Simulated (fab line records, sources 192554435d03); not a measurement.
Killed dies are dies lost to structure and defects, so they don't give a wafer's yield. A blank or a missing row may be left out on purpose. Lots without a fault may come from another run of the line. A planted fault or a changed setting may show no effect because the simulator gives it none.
fab line records | flow n5_finfet
record lots=4 wafers=12 last_day=16
route steps=1938 shown BEOL_M10@1486
lots that met no fault: from a run of the same line without faults
start_h: hours from the record's first day to the start of the lot's first wafer shown | wait_h: hours since the lot's step before | " the same as in the row above | L1.1+2: a row that stands for several wafers | - no value, or no start given | * or withheld: withheld | < > ~ a bound
route shown NAME@n: a module of which the file shows steps, and the number in the route of the first | usual: mean/standard deviation of fault-free wafers | same: alike in all rows | chamber/n: place in a boat | sites: the reading at each site | _std_site: their standard deviation | _edge_site: outer sites' mean less inner sites' | radius_mm: how far each site lies from the wafer's centre | mask NAME#n: copy n | behind: the tool/chamber that last shaped the wafer | hold: why the lot was held/for how many hours/how that ended | device: the transistor (n, p or np) that didn't switch | end of line: the same wafers' tests at the end of the route | a step without rows: its recipe alone | killed: dies lost to structure and defects at the first sort, not the wafer's yield | map: a wafer's dies, x killed, . not, _ none there
set.NAME: the setting as run; set.NAME@STEP: as run at that earlier step | model.NAME: the simulator's own value behind a step, which no gauge read
lots at some steps of the route; a table a step, a row a wafer
services: from which hour (start_h, from the record's first day; less than 0 if before it) a tool's chamber was out of use, for how many hours, and why
## steps
# step N5_BEOL_M10_DESCUM_16
# recipe chemistry=O2 time_s=7.9 source_power_w=50 bias_power_w=20 pressure_mtorr=20 rf_frequency_hz=2.712e+07 temp_c=40 resist=CAR-ArF o2_flow_sccm=225
# step N5_BEOL_M10_ETCH_61
# recipe chemistry=CF4 target=SiARC target_depth_a=390 mask_material=CAR-ArF time_s=65 ion_energy_ev=80 pressure_mtorr=40 source_w=545 bias_w=36 Ar_flow_sccm=100 cf4_flow_sccm=100 ends=cleared
# step N5_BEOL_M10_ETCH_62
# recipe chemistry=N2/H2 target=SOC target_depth_a=1100 overetch_a=220 mask_material=SiARC temp_c=40 time_s=165 ion_energy_ev=200 pressure_mtorr=30 source_w=840 bias_w=150 n2_flow_sccm=200 h2_flow_sccm=200
# step N5_BEOL_M10_STRIP_68
# recipe chemistry=N2/H2 temp_c=40 n2_flow_sccm=200 h2_flow_sccm=200 rf_frequency_hz=6e+07
# step N5_BEOL_M10_STRIP_67
# recipe chemistry=CF4 resist=SiARC power_w=300 bias_power_w=75 pressure_mtorr=50 cf4_flow_sccm=150 rf_frequency_hz=6e+07
# step N5_BEOL_M10_HM_OPEN_17
# recipe chemistry=Cl2/BCl3 target_depth_a=200 overetch_a=60 target=TiN mask_material=SOC ion_energy_ev=150 pressure_mtorr=10 icp_w=1000 bias_w=126 Cl2_flow_sccm=53.25 bcl3_flow_sccm=21.75 Ar_flow_sccm=25
# step N5_BEOL_M10_STRIP_19
# recipe chemistry=O2 power_w=400 temp_c=40 pressure_mtorr=30 rf_frequency_hz=6e+07 bias_power_w=0 overash_fraction=0.2 o2_flow_sccm=225
# step N5_BEOL_M10_COAT_63
# recipe resist=SOC temp_c=250 time_s=60 spin_rpm=1500 resist_thk_nm=100
# step N5_BEOL_M10_COAT_64
# recipe resist=SiARC temp_c=220 time_s=60 spin_rpm=1500 resist_thk_nm=30
# usual heater_power_total_W=427.6/2.1 plate_temp_C=219.97/0.15 spin_speed_rpm=1499.9/1.2
# columns lot.wafer tool chamber start_h wait_h heater_power_total_W plate_temp_C spin_speed_rpm model.SiARC_of_BEOL_M10_COAT_64.thk_nm
L511.2 litho_track-02 0 253.48 - 430.9 219.78 1498.4 30
L511.5 " 0 " " 430.1 220.00 1499.5 29.8
L511.6 " 0 " " 429.3 219.95 1496.7 30
L510.1 litho_track-02 0 253.73 - 424.5 219.92 1630.0 28.8
L510.3 " 0 " " 430.4 220.06 1629.4 28.8
L510.6 " 0 " " 426.0 219.87 1627.8 28.8
L513.2 litho_track-02 0 270.86 - 428.1 220.09 1629.6 28.8
L513.3 " 0 " " 429.4 220.01 1629.5 28.8
L513.6 " 0 " " 429.4 219.90 1628.9 28.8
L525.1 litho_track-01 0 337.56 - 430.0 220.05 1500.7 30
L525.2 " 0 " " 429.5 220.03 1500.3 30
L525.5 " 0 " " 425.8 220.33 1499.7 30
# step N5_BEOL_M10_COAT_22
# recipe resist=CAR-ArF spin_rpm=1500 resist_thk_nm=90
# step N5_BEOL_M10_EBR_24
# recipe solvent=PGMEA ebr_width_mm=1.5
# step N5_BEOL_M10_SOFTBAKE_23
# recipe temp_c=110 time_s=60 resist=CAR-ArF
# step N5_BEOL_M10_EXPOSE_25
# recipe mask_id=V9 na=1.35 source_shape=annular sigma_inner=0.5 sigma_outer=0.8 polarization=unpolarized dose_mj=85.5
# step N5_BEOL_M10_PEB_26
# recipe peb_temp_c=withheld peb_time_s=60 resist=CAR-ArF
# step N5_BEOL_M10_DEVELOP_27
# recipe develop_time_s=30 developer=TMAH resist=CAR-ArF rinse_liquid=diw dry=air_spin dev_temp_c=23
# step N5_BEOL_M10_DESCUM_33
# recipe chemistry=O2 time_s=7.9 source_power_w=50 bias_power_w=20 pressure_mtorr=20 rf_frequency_hz=2.712e+07 temp_c=40 resist=CAR-ArF o2_flow_sccm=225
# step N5_BEOL_M10_ETCH_65
# recipe chemistry=CF4 target=SiARC target_depth_a=390 mask_material=CAR-ArF time_s=65 ion_energy_ev=80 pressure_mtorr=40 source_w=545 bias_w=36 Ar_flow_sccm=100 cf4_flow_sccm=100 ends=cleared
# usual drypump_motor_current_A=5.8/0.55 etch_rf_on_time_s=64.3/1.7 oes_product_au=0.70/0.074 rf_vpp_V=184.5/1.2 showerhead_plenum_p_Torr=2.18/0.064 throttle_valve_pct=15.52/0.21
# columns lot.wafer tool chamber start_h wait_h drypump_motor_current_A etch_rf_on_time_s oes_product_au rf_hours_counter_h rf_vpp_V showerhead_plenum_p_Torr throttle_valve_pct model.etch.depth_nm model.CAR-ArF_of_BEOL_M10_COAT_22.thk_nm
L511.2 rie_diel-03 3 253.97 0.0 5.9 63.7 0.67 129 184.2 2.06 15.65 29.98 55.2
L511.5 " 2 " " 5.0 63.1 0.68 - 182.4 2.17 15.88 29.9 55.2
L511.6 " 3 " " 6.0 63.6 0.67 - 183.7 2.06 15.65 29.99 55.4
L510.1 rie_diel-03 3 254.58 0.0 5.9 60.7 0.68 130 182.7 2.06 15.64 28.79 56.8
L510.3 " 1 " " 5.4 60.5 0.60 210 184.6 2.20 15.72 28.8 56.6
L510.6 " 0 " " 5.2 63.9 0.71 - 184.0 2.16 15.32 28.7 57.2
L513.2 rie_diel-06 2 272.21 0.0 6.3 60.9 0.81 16 183.8 2.10 15.26 28.83 56
L513.3 " 0 " " 5.7 62.4 0.57 247 185.1 2.20 15.73 28.74 56.4
L513.6 " 1 " " 6.6 62.6 0.59 - 185.6 2.19 15.69 28.81 56.2
L525.1 rie_diel-01 1 338.11 0.0 5.8 63.2 0.76 42 185.6 2.28 15.28 30.05 55
L525.2 " 2 " " 5.2 62.6 0.68 118 184.7 2.24 15.52 29.98 55
L525.5 " 3 " " 6.6 62.4 0.74 - 184.9 2.17 15.38 30 55.2
# step N5_BEOL_M10_ETCH_66
# recipe chemistry=N2/H2 target=SOC target_depth_a=1200 overetch_a=240 mask_material=SiARC temp_c=40 time_s=180 ion_energy_ev=200 pressure_mtorr=30 source_w=840 bias_w=150 n2_flow_sccm=200 h2_flow_sccm=200
# usual drypump_motor_current_A=5.8/0.54 oes_product_au=0.66/0.068 rf_vpp_V=525.1/2.3 showerhead_plenum_p_Torr=2.59/0.079 throttle_valve_pct=17.72/0.25
# columns lot.wafer tool chamber start_h wait_h drypump_motor_current_A oes_product_au rf_hours_counter_h rf_vpp_V showerhead_plenum_p_Torr throttle_valve_pct model.SiARC_of_BEOL_M10_COAT_64.thk_nm
L511.2 rie_diel-03 3 254.02 0.0 5.9 0.62 129 520.9 2.43 17.67 22.4
L511.5 " 2 " " 5.0 0.63 - 525.3 2.58 18.25 22.6
L511.6 " 3 " " 5.9 0.63 - 520.1 2.43 17.68 22.6
L510.1 rie_diel-03 3 254.63 0.0 6.0 0.63 130 520.6 2.43 17.70 21.2
L510.3 " 1 " " 5.5 0.57 210 526.2 2.62 17.93 21.2
L510.6 " 0 " " 5.2 0.69 - 523.8 2.58 17.58 21.6
L513.2 rie_diel-06 2 272.26 0.0 6.3 0.76 16 523.4 2.51 17.61 21.4
L513.3 " 0 " " 5.8 0.54 247 525.1 2.61 17.93 21.4
L513.6 " 1 " " 6.6 0.56 - 525.3 2.61 17.81 21.2
L525.1 rie_diel-01 1 338.16 0.0 5.8 0.71 42 528.0 2.68 17.18 22.8
L525.2 " 2 " " 5.2 0.62 118 526.7 2.69 17.81 22.4
L525.5 " 3 " " 6.5 0.68 - 525.2 2.58 17.59 22.4
# step N5_BEOL_M10_STRIP_69
# recipe chemistry=N2/H2 temp_c=40 n2_flow_sccm=200 h2_flow_sccm=200 rf_frequency_hz=6e+07
## services
# columns tool chamber start_h hours kind
rie_diel-06 - 233.19 15.6 pm
rie_diel-06 3 251.02 9.4 repair
rie_diel-03 3 259.60 4.2 repair
rie_diel-06 0 263.94 4.2 repair
rie_diel-06 - 277.23 4.3 pm
rie_diel-06 0 284.94 - clean
rie_diel-06 0 284.94 - consumable_replace:focus_ring
rie_diel-06 0 284.94 15.1 scheduled_down
rie_diel-06 0 284.94 15.1 vent_cycle
rie_diel-01 0 287.50 1.8 repair
rie_diel-03 0 303.24 7.5 repair
rie_diel-06 2 309.91 2.8 repair
rie_diel-06 1 313.78 - clean
rie_diel-06 1 313.78 - consumable_replace:focus_ring
rie_diel-06 1 313.78 20.5 scheduled_down
rie_diel-06 1 313.78 20.5 vent_cycle
rie_diel-03 1 321.25 4.6 repair
## key
first_sign step=N5_BEOL_M10_COAT_64 reading=spin_speed_rpm direction=up sigmas=99+ usual=* struck=*
effect none on later readings
model_effect step=N5_BEOL_M10_COAT_64 value=SiARC_of_BEOL_M10_COAT_64.thk_nm without=30 struck=28.8
model_effect step=N5_BEOL_M10_ETCH_65 value=etch.depth_nm without=29.99 struck=28.78
model_effect step=N5_BEOL_M10_ETCH_66 value=SiARC_of_BEOL_M10_COAT_64.thk_nm without=22.53 struck=21.33
met_at N5_BEOL_M10_COAT_64
struck_wafers L510.1,L510.3,L510.6,L513.2,L513.3,L513.6
onset_between 253.48 253.73
fault kind=process_parameter_drift tool=litho_track-02 chamber=- onset_h=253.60 steps=N5_BEOL_M10_COAT_64 channel=spin_rpm offset=* shape=step end_h=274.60 acts_in=* stated=*
